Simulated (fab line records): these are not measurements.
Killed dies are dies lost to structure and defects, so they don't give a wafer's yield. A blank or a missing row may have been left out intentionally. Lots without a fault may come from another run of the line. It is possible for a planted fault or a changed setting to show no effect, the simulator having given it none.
A lot that was struck, set against a sound lot :: flow n5Finfet :: 15 steps out of a route of 1938
Sound: wafers L683.1, L683.3, L683.6. Struck: wafer L678.5. (L678.2 of the same lot was not struck and is left out.) The cause comes at the end.
For every step that has rows: the tool of each side, followed by ch and its chambers, followed by its first start. Under that, the readings that differ: sound wafers :: struck wafers :: difference of the means :: sigmas: that difference in standard deviations of wafers without a fault.
alike: a reading whose means differ by less than 2 such deviations, as well as words and numbers matching on both sides. not compared: withheld readings; readings where some wafer has no value; bounds like >300 that might hide an equal value; numbers whose values overlap and for which the record gives no deviation.
A row with sigmas, a row that says differs or no value, or rows on one side alone: a step with any of these is where the two part. When numbers do not overlap yet have no deviation, they are printed without sigmas and do not part them. A reading missing from all wafers of one side parts the sides only when that side holds two or more wafers.

first, 1 step without rows for these wafers: N5_BEOL_M4_DESCUM_33 (chemistry O2, time 7 s).
N5_BEOL_M4_ETCH_77: etches underlayer in N2/H2, target depth 6.5 nm, time 5.2 s.
  sound on rieDiel-04 ch 0,1,2, day 13 03:25; struck on rieDiel-06 ch 3, day 12 04:01
  alike: drypumpMotorCurrentA, etchRfOnTimeS, oesProductAu, rfVppV, showerheadPlenumPTorr, throttleValvePct
  not compared: rfHoursCounterH
N5_BEOL_M4_ETCH_69: etches SiARC in CF4, target depth 15.6 nm, time 26 s.
  sound on rieDiel-04 ch 0,1,2, day 13 03:26; struck on rieDiel-06 ch 3, day 12 04:02
  alike: drypumpMotorCurrentA, etchRfOnTimeS, oesProductAu, rfVppV, showerheadPlenumPTorr, throttleValvePct
  not compared: rfHoursCounterH
then, 2 steps without rows for these wafers: N5_BEOL_M4_ALD_98 (deposits SiO2, target thk 2.5 nm, pulse time 1 s, co reactant pulse time 1 s); N5_BEOL_M4_ETCHBACK_99 (etches SiO2 in CHF3, target depth 5 nm, time 10.4 s).
N5_BEOL_M4_ETCH_70: etches SOC in N2/H2, target depth 80 nm, overetch 24 nm, time 130 s.
  sound on rieDiel-01 ch 0,2,3, day 13 05:39; struck on rieDiel-06 ch 1, day 12 05:25
  alike: drypumpMotorCurrentA, oesProductAu, rfVppV, showerheadPlenumPTorr, throttleValvePct
  not compared: rfHoursCounterH
then, 5 steps without rows for these wafers: N5_BEOL_M4_STRIP_71 (strips in N2/H2); N5_BEOL_M4_STRIP_78 (strips in N2/H2); N5_BEOL_M4_VIA_ETCH_34 (etches the open film in C4F6/O2, target depth 69.4 nm, time 65.9 s); N5_BEOL_M4_STRIP_83 (strips in C4F6/O2); N5_BEOL_M4_STRIP_36 (strips in N2/H2).
N5_BEOL_M4_TRENCH_ETCH_37: etches SiOC in C4F6/O2, target depth 55.555 nm, time 29.2 s.
  sound: rieDiel-01 ch 0,2,3; struck: rieDiel-06 ch 1
  alike: drypumpMotorCurrentA, oesProductAu, rfVppV, showerheadPlenumPTorr, throttleValvePct
  not compared: rfHoursCounterH
N5_BEOL_M4_ETCH_41: etches SiCN in CH3F/O2, target depth 29.9 nm, time 52.5 s.
  sound on rieDiel-01 ch 0,2,3, day 13 05:53; struck on rieDiel-06 ch 1, day 12 05:40
reading: oesProductAu (a.u.)
sound: 0.78 0.81 0.93
struck: 1.06
difference: +0.22
sigmas: +3

reading: model.etch.depthNm (nm)
sound: 19.78 19.8 20.43
struck: 27.88
difference: +7.88
sigmas: 
  alike: drypumpMotorCurrentA, rfVppV, showerheadPlenumPTorr, throttleValvePct
  not compared: rfHoursCounterH
N5_BEOL_M4_STRIP_97: strips in N2/H2, time 10 s.
  sound: rieDiel-01 ch 0,2,3; struck: rieDiel-06 ch 1
  alike: drypumpMotorCurrentA, oesProductAu, rfVppV, showerheadPlenumPTorr, throttleValvePct
  not compared: rfHoursCounterH
N5_BEOL_M4_RC_MEAS_101:
  sound on prober-01 ch 0, day 13 10:42; struck on prober-01 ch 0, day 12 11:19
reading: ION_N (uA/um)
sound: 679 691 695
struck: 658
difference: -30
sigmas: -2

reading: VT_N (mV)
sound: 243 247 243
struck: 254
difference: +10
sigmas: +2
  alike: DIBL_N, DIBL_P, IOFF_N, IOFF_P, ION_P, SS_N, SS_P, VT_P

## WHERE THEY PART
Earliest at N5_BEOL_M4_ETCH_41; latest, in this record, at N5_BEOL_M4_RC_MEAS_101.

WHY: the cause the simulator had injected
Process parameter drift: rieDiel-06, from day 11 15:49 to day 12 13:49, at N5_BEOL_M4_ETCH_41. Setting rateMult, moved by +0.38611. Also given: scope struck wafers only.
